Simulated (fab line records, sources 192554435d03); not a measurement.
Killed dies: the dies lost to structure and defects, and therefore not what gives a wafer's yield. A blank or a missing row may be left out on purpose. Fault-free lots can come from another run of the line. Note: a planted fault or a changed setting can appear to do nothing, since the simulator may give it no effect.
fab line records | flow n5_finfet
record: lots: 12 wafers: 36 last_day: 17
route steps=1938 shown BEOL_M5@1173 PASSIVATION@1936
lots that met no fault: taken from a fault-free run of the same line
start_h: the number of hours between the record's first day and the start of the first shown wafer of the lot | wait_h: hours since the lot's step before | " identical to the entry in the row above | L1.1+2: one row covering several wafers at once | - either no value or no given start | * or withheld: withheld | < > ~ a bound
route shown NAME@n: a module of which the file shows steps, and the number in the route of the first | usual: the fault-free wafers' mean and standard deviation | same: alike in all rows | chamber/n: place in a boat | sites: per-site readings | _std_site: standard deviation across them | _edge_site: inner sites' mean taken away from outer sites' mean | radius_mm: for every site, how far away it sits from the centre of the wafer | mask NAME#n: copy n | behind: tool/chamber where the wafer was last shaped | hold: why the lot was held/for how many hours/how that ended | device: which transistor (n, p or np) failed to switch | end of line: at the end of the route, the tests of the same wafers | a step with no rows: only its recipe | killed: dies lost to structure and defects at the first sort, not the wafer's yield | map: dies across one wafer; x = killed, . = not, _ = none there
set.NAME: setting as actually run; set.NAME@STEP: the setting as run at that earlier step | model.NAME: the simulator's own value behind a step, which no gauge read
route steps across a sampled set of lots; one table per step, one row per wafer
services: the hour from which a tool's chamber was out of use, counted from the record's first day as start_h (under 0 if before that day), plus the number of hours and why
== steps ==
step: N5_BEOL_M5_SURFACE_TREAT_87
recipe: gas: Ar time_s: * ion_energy_ev: * ion_current_ma_cm2: 0.5 pressure_mtorr: * ar_flow_sccm: 30
usual: throttle_valve_pct: *
columns lot.wafer tool chamber start_h wait_h throttle_valve_pct
L695.3 pvd_sputter-01 - 194.33 0.2 *
L695.4 " - " " *
L695.5 " - " " *
L696.1 pvd_sputter-03 - 201.15 0.1 *
L696.2 " - " " *
L696.6 " - " " *
L697.1 pvd_sputter-02 - 211.18 0.2 *
L697.2 " - " " *
L697.5 " - " " *
L698.2 pvd_sputter-03 - 217.74 0.4 *
L698.3 " - " " *
L698.4 " - " " *
L700.2 pvd_sputter-02 - 220.87 0.2 *
L700.3 " - " " *
L700.6 " - " " *
L701.2 pvd_sputter-03 - 231.80 0.4 *
L701.3 " - " " *
L701.6 " - " " *
L703.4 pvd_sputter-02 - 254.13 0.2 *
L703.5 " - " " *
L703.6 " - " " *
L708.1 pvd_sputter-03 - 275.73 0.2 *
L708.3 " - " " *
L708.6 " - " " *
L709.3 pvd_sputter-03 - 281.48 0.3 *
L709.5 " - " " *
L709.6 " - " " *
L710.2 pvd_sputter-03 - 285.24 0.1 *
L710.4 " - " " *
L710.6 " - " " *
L713.1 pvd_sputter-01 - 301.89 0.1 *
L713.2 " - " " *
L713.6 " - " " *
L714.2 pvd_sputter-03 - 315.78 0.2 *
L714.3 " - " " *
L714.5 " - " " *
step: N5_BEOL_M5_ANNEAL_84
recipe: temp_c: 400 time_s: 1800 ambient: vacuum
usual: heater_power_w: 810/97 susceptor_temp_C: 399.98/0.21
columns lot.wafer tool chamber start_h wait_h heater_power_w susceptor_temp_C
L695.3 pvd_sputter-01 - 196.99 0.0 813 399.82
L695.4 " - " " 997 399.92
L695.5 " - " " 873 400.03
L696.1 pvd_sputter-02 - 203.63 0.0 770 399.76
L696.2 " - " " 785 399.60
L696.6 " - " " 784 399.67
L697.1 pvd_sputter-03 - 213.65 0.0 850 399.85
L697.2 " - " " 850 400.17
L697.5 " - " " 856 400.03
L698.2 pvd_sputter-03 - 220.26 0.0 - -
L698.3 " - " " - -
L698.4 " - " " - -
L700.2 pvd_sputter-02 - 223.63 0.0 - -
L700.3 " - " " - -
L700.6 " - " " - -
L701.2 pvd_sputter-03 - 234.29 0.0 - -
L701.3 " - " " - -
L701.6 " - " " - -
L703.4 pvd_sputter-02 - 256.67 0.0 757 399.73
L703.5 " - " " 588 400.17
L703.6 " - " " 809 399.83
L708.1 pvd_sputter-03 - 278.47 0.0 842 400.13
L708.3 " - " " 838 400.18
L708.6 " - " " 851 400.14
L709.3 pvd_sputter-01 - 284.25 0.0 771 399.76
L709.5 " - " " 780 399.91
L709.6 " - " " 906 399.80
L710.2 pvd_sputter-02 - 287.80 0.0 805 399.05
L710.4 " - " " 600 400.22
L710.6 " - " " 784 399.76
L713.1 pvd_sputter-01 - 304.38 0.0 997 400.18
L713.2 " - " " 901 399.97
L713.6 " - " " 873 400.14
L714.2 pvd_sputter-02 - 319.27 0.0 818 400.16
L714.3 " - " " 821 400.18
L714.5 " - " " 613 400.38
step: N5_BEOL_M5_SPUTTER_88
recipe: material: Cu target_thk_a: 150 temp_c: -20 chamber_pressure_pa: 0.07 power_w: withheld time_s: 27.62
usual: susceptor_temp_C: -19.98/0.11 throttle_valve_pct: 29.7/1.4
columns lot.wafer tool chamber start_h wait_h susceptor_temp_C throttle_valve_pct
L695.3 pvd_sputter-01 - 197.99 0.5 -19.94 27.6
L695.4 " - " " -19.89 30.0
L695.5 " - " " -19.89 30.7
L696.1 pvd_sputter-02 - 204.64 0.5 -20.01 29.4
L696.2 " - " " -19.85 30.7
L696.6 " - " " -19.93 29.3
L697.1 pvd_sputter-03 - 214.66 0.5 -20.02 31.0
L697.2 " - " " -20.01 29.2
L697.5 " - " " -20.11 28.8
L698.2 pvd_sputter-03 - 221.27 0.5 -19.90 31.0
L698.3 " - " " -20.18 29.2
L698.4 " - " " -20.14 31.2
L700.2 pvd_sputter-02 - 224.63 0.5 -19.94 30.9
L700.3 " - " " -19.99 30.8
L700.6 " - " " -19.95 29.5
L701.2 pvd_sputter-03 - 235.30 0.5 -19.84 29.2
L701.3 " - " " -20.09 31.1
L701.6 " - " " -19.88 30.5
L703.4 pvd_sputter-02 - 257.67 0.5 -20.14 31.1
L703.5 " - " " -19.93 30.9
L703.6 " - " " -20.04 29.3
L708.1 pvd_sputter-03 - 279.47 0.5 -20.01 31.3
L708.3 " - " " -19.99 29.1
L708.6 " - " " -20.02 29.2
L709.3 pvd_sputter-01 - 285.38 0.6 -20.05 26.4
L709.5 " - " " -19.97 26.6
L709.6 " - " " -20.04 30.3
L710.2 pvd_sputter-02 - 288.81 0.5 -20.03 29.6
L710.4 " - " " -19.87 30.7
L710.6 " - " " -20.08 29.6
L713.1 pvd_sputter-01 - 305.38 0.5 -20.02 29.8
L713.2 " - " " -20.10 30.6
L713.6 " - " " -19.97 30.0
L714.2 pvd_sputter-02 - 320.27 0.5 -19.93 29.6
L714.3 " - " " -19.97 29.5
L714.5 " - " " -19.97 30.7
step: N5_BEOL_M5_CO_CAP_78
recipe: material: Co target_thk_a: 20 temp_c: 200 precursor: CCTBA/H2 pressure_torr: 30 time_s: 102.1
usual: heater_power_w: 253/36 susceptor_temp_C: 199.97/0.15
columns lot.wafer tool chamber start_h wait_h heater_power_w susceptor_temp_C
L695.3 cvd_co-02 1 199.95 0.0 319 200.00
L695.4 " 0 " " 246 200.21
L695.5 " 2 " " 224 199.79
L696.1 cvd_co-01 1 206.71 0.0 251 199.90
L696.2 " 0 " " 250 200.07
L696.6 " 2 " " 202 200.21
L697.1 cvd_co-01 1 216.61 0.0 253 200.07
L697.2 " 0 " " 253 200.15
L697.5 " 1 " " 250 200.05
L698.2 cvd_co-01 2 223.41 0.0 208 200.00
L698.3 " 1 " " 250 199.85
L698.4 " 0 " " 254 199.82
L700.2 cvd_co-01 0 226.59 0.0 247 199.84
L700.3 " 1 " " 252 199.86
L700.6 " 2 " " 207 200.08
L701.2 cvd_co-02 0 238.53 0.0 244 200.13
L701.3 " 1 " " 318 200.08
L701.6 " 1 " " 308 200.14
L703.4 cvd_co-02 0 259.69 0.1 256 200.27
L703.5 " 0 " " 249 199.85
L703.6 " 1 " " 320 200.01
L708.1 cvd_co-02 0 282.00 0.0 261 200.04
L708.3 " 2 " " 228 200.17
L708.6 " 0 " " 254 199.87
L709.3 cvd_co-02 0 287.48 0.0 252 200.07
L709.5 " 1 " " 313 200.11
L709.6 " 2 " " 223 199.76
L710.2 cvd_co-01 2 290.77 0.0 195 200.05
L710.4 " 0 " " 248 199.72
L710.6 " 1 " " 254 199.59
L713.1 cvd_co-01 0 307.60 0.0 255 199.81
L713.2 " 2 " " 206 199.97
L713.6 " 0 " " 251 199.83
L714.2 cvd_co-02 2 322.23 0.0 233 200.07
L714.3 " 0 " " 253 199.73
L714.5 " 1 " " 316 199.82
step: N5_PASSIVATION_PROBE_49
usual: defect_limited_yield: 91.3/1.5 killed_at_M0_to_M3: 35/10 killed_at_M4_up: 13/5.3 killed_at_contacts: 12/5.7 killed_at_front_end: 39/11 killed_at_other: 3.3/2.7 killed_dies: 102/18 killed_open: 67/13 killed_short: 34/7.8 sort_bin_5_function: 5.1/1 sort_bin_6_memory: 3.3/0.68 sort_n_pass: 1078/18 sort_yield_pct: 91.3/1.5
same: gross_dies: 1180 killed_at_back_side: 0 sort_bin_4_leakage[%]: 0 sort_bin_8_speed[%]: 0
columns lot.wafer tool chamber start_h wait_h defect_limited_yield[%] killed_at_M0_to_M3 killed_at_M4_up killed_at_contacts killed_at_front_end killed_at_other killed_dies killed_open killed_short sort_bin_5_function[%] sort_bin_6_memory[%] sort_n_pass sort_yield_pct[%]
L709.6 prober-01 - 373.09 0.3 91.5 40 12 5 35 8 100 47 52 5.5 2.6 1080 91.5
killed by level:class
L709.6 BEOL_M0_SAQP:geometric_particle:short=16 BEOL_M0_SAQP:geometric_particle:open=14 FIN_SAQP:geometric_particle:short=10 FIN_SAQP:geometric_particle:open=6 BEOL_M4:geometric_particle:open=5 STI_FIN_REVEAL:geometric_particle:open=4 GATE_CUT:geometric_particle:short=4 MOL_CONTACT_COAG:geometric_particle:open=4
== services ==
columns tool chamber start_h hours kind
cvd_co-01 2 178.45 2.3 repair
cvd_co-02 0 183.03 9.2 repair
cvd_co-02 - 192.72 6.9 pm
cvd_co-01 - 234.99 6.0 pm
cvd_co-02 2 248.60 21.1 repair
cvd_co-01 - 249.98 0.8 repair
cvd_co-02 - 271.48 0.3 repair
cvd_co-01 - 285.36 0.6 repair
cvd_co-02 1 303.50 13.0 repair
== key ==
first_sign: step: N5_BEOL_M5_ANNEAL_84 reading: tool_record direction: missing
effect none on later readings
met_at N5_BEOL_M5_ANNEAL_84
struck_lots L698,L700,L701
not_acting_at N5_BEOL_M5_SURFACE_TREAT_87,N5_BEOL_M5_SPUTTER_88,N5_BEOL_M5_CO_CAP_78
onset_between 213.65 220.26
fault: kind: skipped_step_whole tool: pvd_sputter-02,pvd_sputter-03 chamber: - onset_h: 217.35 steps: N5_BEOL_M5_ANNEAL_84 scope: struck_lots_only
